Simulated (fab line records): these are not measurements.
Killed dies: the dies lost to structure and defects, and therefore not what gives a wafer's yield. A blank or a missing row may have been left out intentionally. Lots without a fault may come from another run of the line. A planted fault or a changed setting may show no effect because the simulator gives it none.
Chamber matching | flow nand_harc | NHARC_A_STAIRCASE_ETCHBACK_157 on rie_diel-08: 4 sister chambers
The step etches the open film in CH3F/O2, target depth 90 nm, time 167.14 s. 4 wafers are shown with their chamber, then 9 later ones without.

## WAFERS PAIRED WITH THEIR CHAMBERS
wafer  | chamber | showerhead_plenum_p_Torr (Torr)
L079.1 | 1       | 2.28
L082.3 | 3       | 2.31
L084.2 | 2       | 2.44
L084.6 | 0       | 2.61

## WAFERS WITH NO CHAMBER GIVEN
wafer  | showerhead_plenum_p_Torr (Torr)
L086.3 | 2.44
L086.5 | 2.66
L086.6 | 2.44
L087.1 | 2.31
L087.5 | 2.44
L087.6 | 2.31
L092.1 | 2.65
L092.3 | 2.61
L092.5 | 2.65

## WHICH CHAMBER EACH WENT THROUGH
wafer  | from the rows above     | in truth
L086.3 | 2                       | 2
L086.5 | 0                       | 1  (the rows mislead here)
L086.6 | 2                       | 2
L087.1 | can't be placed: 3 or 1 | 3
L087.5 | 2                       | 2
L087.6 | can't be placed: 3 or 1 | 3
L092.1 | 0                       | 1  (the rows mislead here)
L092.3 | 0                       | 0
L092.5 | 0                       | 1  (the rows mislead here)
4 of 9 placed correctly. Cannot be placed on the basis of these rows: 2; the candidates contain the true chamber in 2. Placed wrongly: 3.
How it was worked out, from the rows above alone: a wafer's distance from a chamber is the root of the sum, over the readings, of the square of ((its reading less the chamber's mean) divided by the reading's scatter). The wafer belongs to the nearest chamber; if the next one is less than 2 further off, it can't be placed. The mean given for a chamber averages the wafers shown for that chamber. The scatter (one wafer shown for each chamber): square how far every hidden wafer sits from the nearest shown wafer, average those squares and take the square root.
